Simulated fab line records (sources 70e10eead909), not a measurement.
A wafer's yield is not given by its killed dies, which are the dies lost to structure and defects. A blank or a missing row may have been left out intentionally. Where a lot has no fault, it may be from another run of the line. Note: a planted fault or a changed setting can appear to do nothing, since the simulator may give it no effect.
fab line records	flow nand-harc
[record] lots = 6	wafers = 18	last-day = 33
route steps=1302 shown P_M0@264 END@1302
lots with no fault: from the same line, run without faults
start-h: start of the lot's first displayed wafer, in hours after the record's first day	wait-h: hours elapsed since this lot's preceding step	" identical to the entry in the row above	L1.1+2: one row covering several wafers at once	- no value, or no start was given	* or withheld: withheld	< > ~ a bound
route shown NAME@n: NAME is a module with steps in the file, n the number in the route of the first one	usual: average and standard deviation across the fault-free wafers	same: alike in all rows	chamber/n: place in a boat	sites: the reading at each site	_std_site: how widely they spread, as a standard deviation	_edge_site: the outer-site mean with the inner-site mean subtracted	radius-mm: how far each site lies from the wafer's centre	mask NAME#n: copy n	behind: the tool/chamber that last shaped the wafer	hold: why the lot went on hold/how many hours it stayed there/how the hold came to an end	device: the transistor (n, p or np) that didn't switch	end of line: the tests these same wafers got at the end of their route	a step with no rows: only its recipe	killed: dies lost to structure and defects at the first sort, not the wafer's yield	map: the dies of a wafer, with x for killed, . for not killed, _ for no die there
set.NAME: the setting as run; set.NAME@STEP: as run at that earlier step	model.NAME: the simulator's own value behind a step, which no gauge read
certain route steps with their lots: each step a table, each wafer a row
services: a tool's chamber out of use, with start hour (start-h, from the record's first day; less than 0 if before it), hours out, and reason
[[steps]]
[step NHARC_P_M0_OVL_MEAS_10]
[recipe] pitch-nm = 180
[usual] overlay-x-nm = 0.0/0.97	overlay-y-nm = -0.1/0.74
lot.wafer	tool	chamber	start-h	wait-h	overlay-x-nm	overlay-y-nm
L541.1	overlay-01	-	202.33	-	-0.7	-0.6
L541.3	"	-	"	"	-1.9	-0.5
L541.4	"	-	"	"	-1.8	-1.1
L545.2	overlay-02	-	239.21	-	0.4	0.6
L545.5	"	-	"	"	0.8	0.8
L545.6	"	-	"	"	0.9	0.1
L546.1	overlay-02	-	264.96	-	0.7	1.2
L546.4	"	-	"	"	0.5	0.7
L546.6	"	-	"	"	0.3	0.7
L551.4	overlay-01	-	298.91	-	-0.4	-0.2
L551.5	"	-	"	"	0.2	-0.9
L551.6	"	-	"	"	-0.5	-0.6
L554.1	overlay-02	-	334.70	-	0.0	0.1
L554.3	"	-	"	"	-0.6	0.0
L554.6	"	-	"	"	-0.3	0.1
L555.2	overlay-02	-	340.58	-	0.6	-2.1
L555.5	"	-	"	"	-0.9	-1.7
L555.6	"	-	"	"	-0.8	-1.9
[step NHARC_P_M0_INSPECT_11]
[usual] raw-defect-count = 4.0/2.3
lot.wafer	tool	chamber	start-h	wait-h	raw-defect-count
L541.1	defect-inspect-01	-	202.36	0.0	2
L541.3	"	-	"	"	1
L541.4	"	-	"	"	2
L545.2	defect-inspect-02	-	239.24	0.0	8
L545.5	"	-	"	"	10
L545.6	"	-	"	"	4
L546.1	defect-inspect-01	-	264.99	0.0	7
L546.4	"	-	"	"	3
L546.6	"	-	"	"	5
L551.4	defect-inspect-02	-	298.95	0.0	4
L551.5	"	-	"	"	3
L551.6	"	-	"	"	1
L554.1	defect-inspect-01	-	334.74	0.0	6
L554.3	"	-	"	"	5
L554.6	"	-	"	"	3
L555.2	defect-inspect-02	-	340.61	0.0	1
L555.5	"	-	"	"	4
L555.6	"	-	"	"	2
[step NHARC_P_M0_DESCUM_14]
[recipe] time-s = 3	o2-flow-sccm = 200	ar-flow-sccm = 0	bias-power-w = 0	chemistry = O2
[usual] drypump-motor-current-A = 5.3/0.37	oes-product-au = 0.997/0.0077	rf-vpp-V = 57.8/1.1	showerhead-plenum-p-Torr = 1.92/0.097	throttle-valve-pct = 11.311/0.0084
[same] bias-power-w = 0	time-s = 3
lot.wafer	tool	chamber	start-h	wait-h	drypump-motor-current-A	oes-product-au	rf-hours-counter-h	rf-vpp-V	showerhead-plenum-p-Torr	throttle-valve-pct
L541.4	rie-diel-08	3	202.42	0.1	5.2	1.001	0	56.6	2.08	11.307
L541.1	"	1	"	"	4.9	1.005	0	57.2	1.94	11.307
L541.3	"	2	"	"	4.8	0.991	0	59.1	1.84	11.304
L545.2	rie-diel-08	2	239.32	0.1	4.8	1.000	18	58.7	1.84	11.302
L545.6	"	0	"	"	5.1	0.995	-	57.6	1.85	11.307
L545.5	"	1	"	"	4.9	0.999	-	58.1	1.94	11.300
L546.1	rie-diel-03	2	265.06	0.1	5.5	0.999	27	59.6	1.96	11.318
L546.4	"	0	"	"	5.0	0.991	22	55.4	1.84	11.300
L546.6	"	2	"	"	5.4	1.000	-	58.5	1.96	11.316
L551.4	rie-diel-03	3	299.03	0.1	5.4	0.998	2	58.6	2.03	11.310
L551.6	"	0	"	"	5.0	0.994	-	58.1	1.84	11.304
L551.5	"	1	"	"	6.0	0.991	-	58.4	1.97	11.298
L554.1	rie-diel-03	3	334.80	0.1	5.4	1.001	9	58.5	2.03	11.305
L554.3	"	1	"	"	6.0	0.994	7	57.4	1.97	11.319
L554.6	"	3	"	"	5.4	1.002	-	59.2	2.03	11.302
L555.2	rie-diel-03	0	340.67	0.1	5.0	1.002	9	56.1	1.84	11.304
L555.5	"	0	"	"	5.0	1.006	-	58.2	1.84	11.309
L555.6	"	1	"	"	6.0	0.996	-	58.1	1.97	11.309
[step NHARC_P_M0_ETCH_34]
[recipe] target-depth-a = 400	overetch-a = 120	time-s = 43.94	ion-energy-ev = 200	n2-flow-sccm = 150	h2-flow-sccm = 150	ar-flow-sccm = 0	rf-w = 400	bias-w = 150	chemistry = N2/H2
[step NHARC_P_M0_ETCH_15]
[recipe] target-depth-a = 1500	overetch-a = 150	time-s = 82.5	c4f8-flow-sccm = withheld	ar-flow-sccm = 400	rf-w = 600	bias-w = 300	chemistry = C4F8/Ar
[step NHARC_P_M0_CD_MEAS_16]
[usual] cd-nm = 89.8/0.84
lot.wafer	tool	chamber	start-h	wait-h	cd-nm
L541.1	cd-sem-01	-	202.72	-	89.8
L541.3	"	-	"	"	90.5
L541.4	"	-	"	"	89.9
L545.2	cd-sem-02	-	239.61	-	88.7
L545.5	"	-	"	"	89.6
L545.6	"	-	"	"	88.8
L546.1	cd-sem-02	-	265.35	-	91.3
L546.4	"	-	"	"	90.4
L546.6	"	-	"	"	90.3
L551.4	cd-sem-03	-	299.31	-	89.6
L551.5	"	-	"	"	89.1
L551.6	"	-	"	"	89.1
L554.1	cd-sem-01	-	335.10	-	89.9
L554.3	"	-	"	"	89.2
L554.6	"	-	"	"	89.4
L555.2	cd-sem-02	-	340.97	-	89.4
L555.5	"	-	"	"	89.1
L555.6	"	-	"	"	88.6
[step NHARC_P_M0_STRIP_18]
[recipe] power-w = 1000	n2-flow-sccm = 150	h2-flow-sccm = 150	ar-flow-sccm = 0	bias-w = 0	chemistry = N2/H2
[usual] drypump-motor-current-A = 5.2/0.37	oes-product-au = 0.998/0.0092	rf-vpp-V = 90.7/1	showerhead-plenum-p-Torr = 2.04/0.11	throttle-valve-pct = 14.171/0.0092
lot.wafer	tool	chamber	start-h	wait-h	drypump-motor-current-A	oes-product-au	rf-hours-counter-h	rf-vpp-V	showerhead-plenum-p-Torr	throttle-valve-pct
L541.4	rie-diel-03	2	202.80	0.1	5.5	0.980	15	90.9	2.10	14.172
L541.1	"	0	"	"	5.0	1.006	14	91.2	1.96	14.163
L541.3	"	1	"	"	6.0	1.014	14	90.6	2.11	14.163
L545.2	rie-diel-08	0	239.76	0.1	5.1	0.998	16	89.8	1.97	14.163
L545.6	"	1	"	"	4.9	1.016	-	90.0	2.06	14.177
L545.5	"	2	"	"	4.8	0.998	-	89.8	1.96	14.174
L546.1	rie-diel-06	1	265.43	0.1	5.2	0.990	41	92.0	2.20	14.172
L546.4	"	3	"	"	5.0	1.005	35	90.8	1.92	14.168
L546.6	"	1	"	"	5.2	0.989	-	91.8	2.20	14.169
L551.4	rie-diel-06	0	299.38	0.1	5.6	1.001	45	88.7	1.90	14.178
L551.6	"	0	"	"	5.6	0.998	-	90.3	1.90	14.158
L551.5	"	1	"	"	5.2	0.995	-	92.4	2.20	14.177
L554.3	rie-diel-08	1	335.18	0.1	4.9	1.003	46	91.6	2.05	14.155
L554.1	"	3	"	"	5.1	1.002	43	91.7	2.20	14.161
L554.6	"	1	"	"	4.9	0.999	-	91.2	2.05	14.161
L555.2	rie-diel-03	2	341.12	0.1	5.5	1.014	9	90.4	2.09	14.162
L555.6	"	3	"	"	5.4	0.997	-	90.4	2.17	14.162
L555.5	"	0	"	"	5.0	1.007	-	90.2	1.96	14.177
[step NHARC_P_M0_STRIP_19]
[recipe] time-s = 600	temp-c = 30	chemistry = post-etch-residue-remover
[step NHARC_P_M0_DEGAS_28]
[recipe] temp-c = 250	time-s = 60
[step NHARC_P_M0_PRE_CLEAN_29]
[recipe] time-s = 30	temp-c = 280	gas = H2/He
[step NHARC_P_M0_PVD_20]
[recipe] target-thk-a = 50	bias-v = 168.6	power-w = 15000	chamber-pressure-pa = 0.12	time-s = 8.06	substrate-temp-c = 50	material = TaN
[usual] throttle-valve-pct = 30.2/0.85
[same] time-s = 8.06
lot.wafer	tool	chamber	start-h	wait-h	throttle-valve-pct
L541.3	pvd-sputter-03	-	-	-	29.3
L541.4	"	-	"	"	28.7
L541.1	"	-	"	"	30.1
L545.2	pvd-sputter-03	-	-	-	30.2
L545.5	"	-	"	"	28.6
L545.6	"	-	"	"	30.0
L546.4	pvd-sputter-01	-	-	-	30.2
L546.1	"	-	"	"	30.4
L546.6	"	-	"	"	31.1
L551.4	pvd-sputter-02	-	-	-	30.9
L551.5	"	-	"	"	30.8
L551.6	"	-	"	"	30.9
L554.3	pvd-sputter-03	-	-	-	29.3
L554.1	"	-	"	"	28.8
L554.6	"	-	"	"	29.2
L555.2	pvd-sputter-02	-	-	-	30.9
L555.6	"	-	"	"	30.7
L555.5	"	-	"	"	31.4
[step NHARC_P_M0_PVD_21]
[recipe] target-thk-a = 300	chamber-pressure-pa = 5	power-w = 5000	substrate-temp-c = 30	time-s = 20.49	material = Cu
[usual] throttle-valve-pct = 30.3/0.82
[same] time-s = 20.49
lot.wafer	tool	chamber	start-h	wait-h	throttle-valve-pct
L541.1	pvd-sputter-03	-	-	-	29.7
L541.3	"	-	"	"	29.1
L541.4	"	-	"	"	29.6
L545.2	pvd-sputter-03	-	-	-	30.7
L545.6	"	-	"	"	29.6
L545.5	"	-	"	"	28.9
L546.1	pvd-sputter-01	-	-	-	31.1
L546.4	"	-	"	"	29.2
L546.6	"	-	"	"	30.1
L551.4	pvd-sputter-02	-	-	-	30.6
L551.5	"	-	"	"	31.2
L551.6	"	-	"	"	30.9
L554.3	pvd-sputter-03	-	-	-	29.4
L554.1	"	-	"	"	30.6
L554.6	"	-	"	"	29.3
L555.2	pvd-sputter-02	-	-	-	31.0
L555.5	"	-	"	"	31.0
L555.6	"	-	"	"	31.0
[step NHARC_P_M0_ECD_22]
[recipe] target-thk-a = 4000	bath-temp-c = 25	material = Cu
lot.wafer	tool	chamber	start-h	wait-h
L541.1+3+4	ecd-cu-01	1,0,1	203.77	-
L545.2+6+5	ecd-cu-01	1,1,0	240.59	-
L546.1+4+6	ecd-cu-01	1,0,0	266.38	-
L551.4+5+6	ecd-cu-02	1,0,1	300.44	-
L554.1+3+6	ecd-cu-02	0,0,1	336.13	-
L555.2+5+6	ecd-cu-02	0,0,1	341.94	-
[step NHARC_P_M0_ANNEAL_30]
[recipe] temp-c = 225	time-s = 90
[usual] anneal-temp-c-max = 225.92/0.26	wafer_temp_C_max = 226.10/0.27
[same] time-s = 90
lot.wafer	tool	chamber	start-h	wait-h	anneal-temp-c-max	wafer_temp_C_max
L541.1	rtp-anneal-01	0	204.18	0.3	226.14	226.13
L541.3	"	0	"	"	226.29	226.09
L541.4	"	0	"	"	225.90	225.71
L545.2	rtp-anneal-02	0	241.01	0.4	225.97	226.07
L545.5	"	0	"	"	226.38	226.43
L545.6	"	0	"	"	226.23	226.16
L546.1	rtp-anneal-01	0	266.71	0.3	225.86	226.02
L546.4	"	0	"	"	225.60	225.93
L546.6	"	0	"	"	226.39	225.91
L551.4	rtp-anneal-02	0	300.83	0.3	226.04	226.19
L551.5	"	0	"	"	226.10	226.01
L551.6	"	0	"	"	226.12	226.05
L554.1	rtp-anneal-01	0	336.51	0.3	225.85	225.85
L554.3	"	0	"	"	225.85	226.46
L554.6	"	0	"	"	225.85	226.08
L555.2	rtp-anneal-01	0	342.37	-	225.76	225.99
L555.5	"	0	"	"	225.87	225.98
L555.6	"	0	"	"	225.75	226.14
[step NHARC_P_M0_CMP_23]
[recipe] t-overpolish-s = 20	target-thk-nm = 117.54
[usual] motor-current-A = 12.1/0.85	pad-life-wafers = 177/94	time-to-endpoint-s = 29.7/2.8
lot.wafer	tool	chamber	start-h	wait-h	motor-current-A	pad-life-wafers	time-to-endpoint-s
L541.3	cmp-03	1	204.55	-	11.9	163	22.3
L541.1	"	2	"	"	11.1	164	31.0
L541.4	"	3	"	"	11.6	165	28.4
L545.2	cmp-04	2	241.39	-	11.2	141	35.1
L545.6	"	3	"	"	11.5	-	47.6
L545.5	"	0	"	"	11.7	-	46.4
L546.4	cmp-04	2	267.11	-	11.7	230	34.3
L546.1	"	3	"	"	11.6	231	44.0
L546.6	"	1	"	"	14.5	-	45.7
L551.4	cmp-04	1	301.01	-	13.3	378	31.8
L551.6	"	1	"	"	14.2	-	31.1
L551.5	"	2	"	"	11.4	-	33.6
L554.1	cmp-03	3	336.86	-	12.1	300	25.7
L554.3	"	0	"	"	11.3	301	26.2
L554.6	"	3	"	"	12.4	-	27.4
L555.2	cmp-04	2	342.67	-	12.2	114	31.2
L555.6	"	2	"	"	11.8	-	29.5
L555.5	"	3	"	"	11.1	-	27.3
[step NHARC_P_M0_THK_MEAS_24]
[recipe] thk-meas-gauge = xrf
[usual] thk-nm = 117.7/1.7
lot.wafer	tool	chamber	start-h	wait-h	thk-nm
L541.1	film-metro-02	-	204.84	-	117.7
L541.3	"	-	"	"	114.8
L541.4	"	-	"	"	119.2
L545.2	film-metro-01	-	241.62	-	118.1
L545.5	"	-	"	"	116.0
L545.6	"	-	"	"	115.1
L546.1	film-metro-02	-	267.37	-	116.8
L546.4	"	-	"	"	117.2
L546.6	"	-	"	"	118.1
L551.4	film-metro-02	-	301.33	-	117.7
L551.5	"	-	"	"	120.3
L551.6	"	-	"	"	116.6
L554.1	film-metro-02	-	337.17	-	116.7
L554.3	"	-	"	"	117.7
L554.6	"	-	"	"	118.8
L555.2	film-metro-02	-	342.98	-	119.3
L555.5	"	-	"	"	115.6
L555.6	"	-	"	"	118.7
[step NHARC_END_SORT_01]
[recipe] temp-c = 25
[usual] defect-limited-yield = 90.1/2.6	killed-at-array = 63/17	killed-at-other = 0.8/1.1	killed-at-periphery = 3.5/3	killed-dies = 67/17	killed-open = 3.1/1.6	killed-short = 2.6/1.4
[same] gross-dies = 677
lot.wafer	tool	chamber	start-h	wait-h	defect-limited-yield[%]	killed-at-array	killed-at-other	killed-at-periphery	killed-dies	killed-open	killed-short
L541.1	prober-02	0	650.40	2.5	85.2	88	4	8	100	2	3
L541.3	prober-02	0	652.02	3.1	87.4	80	1	4	85	6	3
L541.4	prober-02	0	652.82	3.4	87.9	77	0	5	82	2	4
L546.1	prober-01	0	706.01	2.5	89.8	62	0	7	69	5	2
L546.4	prober-01	0	708.37	3.4	87.7	74	0	9	83	6	3
L546.6	prober-01	0	709.95	3.9	87.4	80	1	4	85	1	1
L551.5	prober-01	0	762.16	3.7	92.8	47	0	2	49	0	3
L551.6	prober-01	0	762.96	4.0	92.0	53	0	1	54	3	0
// killed by level:class
L541.1 A_CHANNEL_HOLE_D1:chamber-film-flake=38 A_SLIT:chamber-film-flake=29 A_CHANNEL_HOLE_D2:chamber-film-flake=10 P_M0:chamber-film-flake=8 A_CONTACT:chamber-film-flake=3 A_ONON_D1:geometric-particle:open=2 STARTING-WAFER:geometric-particle:short=2 A_DECK1_JOINT:chamber-film-flake=2
L541.3 A_CHANNEL_HOLE_D1:chamber-film-flake=30 A_SLIT:chamber-film-flake=26 A_CHANNEL_HOLE_D2:chamber-film-flake=11 P_M0:chamber-film-flake=3 A_CONTACT:chamber-film-flake=3 A_CHANNEL_FILL_D1:geometric-particle:open=2 A_WL_FILL:geometric-particle:short=2 A_ONON_D1:geometric-particle:open=1
L541.4 A_SLIT:chamber-film-flake=29 A_CHANNEL_HOLE_D1:chamber-film-flake=27 A_CHANNEL_HOLE_D2:chamber-film-flake=6 A_CHANNEL_FILL_D2:chamber-film-flake=4 P_M0:chamber-film-flake=3 A_CHANNEL_FILL_D2:geometric-particle:short=2 A_WL_FILL:chamber-film-flake=2 A_STAIRCASE:chamber-film-flake=2
L546.1 A_SLIT:chamber-film-flake=28 A_CHANNEL_HOLE_D1:chamber-film-flake=19 A_CONTACT:chamber-film-flake=4 P_STI:chamber-film-flake=3 A_WL_FILL:chamber-film-flake=3 A_DECK1_JOINT:chamber-film-flake=2 P_CONTACT:geometric-particle:open=1 P_M0:geometric-particle:open=1
L546.4 A_SLIT:chamber-film-flake=34 A_CHANNEL_HOLE_D1:chamber-film-flake=24 P_STI:chamber-film-flake=3 A_WL_FILL:chamber-film-flake=3 A_CONTACT:chamber-film-flake=3 P_M0:geometric-particle:open=2 P_BONDPAD:chamber-film-flake=2 A_CHANNEL_FILL_D1:chamber-film-flake=2
L546.6 A_SLIT:chamber-film-flake=37 A_CHANNEL_HOLE_D1:chamber-film-flake=31 A_CONTACT:chamber-film-flake=4 A_CHANNEL_FILL_D1:chamber-film-flake=3 P_BONDPAD:chamber-film-flake=2 A_WL_FILL:geometric-particle:short=1 A_BLC:geometric-particle:open=1 P_STI:chamber-film-flake=1
L551.5 A_CHANNEL_HOLE_D2:chamber-film-flake=25 A_CHANNEL_HOLE_D1:chamber-film-flake=6 A_STAIRCASE:chamber-film-flake=6 A_SLIT:chamber-film-flake=5 A_CONTACT:chamber-film-flake=2 A_ONON_D1:geometric-particle:short=1 A_CHANNEL_FILL_D2:geometric-particle:short=1 A_WL_FILL:geometric-particle:short=1
L551.6 A_CHANNEL_HOLE_D2:chamber-film-flake=34 A_SLIT:chamber-film-flake=6 A_STAIRCASE:chamber-film-flake=4 A_CHANNEL_HOLE_D1:chamber-film-flake=3 A_CHANNEL_HOLE_D1:geometric-particle:open=2 A_CONTACT:chamber-film-flake=2 A_M0:geometric-particle:open=1 P_CONTACT:chamber-film-flake=1
[[services]]
tool	chamber	start-h	hours	kind
rie-diel-03	0	186.85	-	clean
rie-diel-03	1	186.85	-	clean
rie-diel-03	2	186.85	-	clean
rie-diel-03	3	186.85	-	clean
rie-diel-08	-	193.29	9.0	pm
pvd-sputter-02	-	194.21	0.7	repair
cmp-04	-	206.17	3.3	repair
rie-diel-03	0	211.35	-	clean
pvd-sputter-01	-	226.09	10.0	pm
pvd-sputter-02	-	234.80	0.6	repair
rie-diel-03	0	235.83	18.6	repair
ecd-cu-02	-	244.00	8.0	pm
pvd-sputter-03	-	253.00	3.6	repair
cmp-03	-	260.03	4.0	pm
ecd-cu-02	-	279.72	0.7	repair
rie-diel-03	-	281.35	9.0	pm
pvd-sputter-02	-	282.06	10.0	pm
rie-diel-06	3	292.16	1.3	repair
rie-diel-06	2	305.42	2.9	repair
rie-diel-06	3	305.91	3.3	repair
rie-diel-06	-	307.27	9.0	pm
cmp-04	-	307.45	4.0	pm
ecd-cu-01	-	336.00	8.0	pm
ecd-cu-02	-	342.65	9.4	repair
[[key]]
[first-sign] step = NHARC_P_M0_CMP_23	reading = time-to-endpoint-s	direction = up	sigmas = 5.9	usual = *	struck = *
effect none on later readings
met-at NHARC_P_M0_ECD_22
struck-wafers L545.5,L545.6,L546.1,L546.6
onset-between 203.77 240.59
[fault] kind = process-parameter-drift	tool = ecd-cu-01	chamber = -	onset-h = 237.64	steps = NHARC_P_M0_ECD_22	channel = target-thk-a	offset = *	shape = step	end-h = 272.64	scope = struck-wafers-only	acts-in = *	stated = *
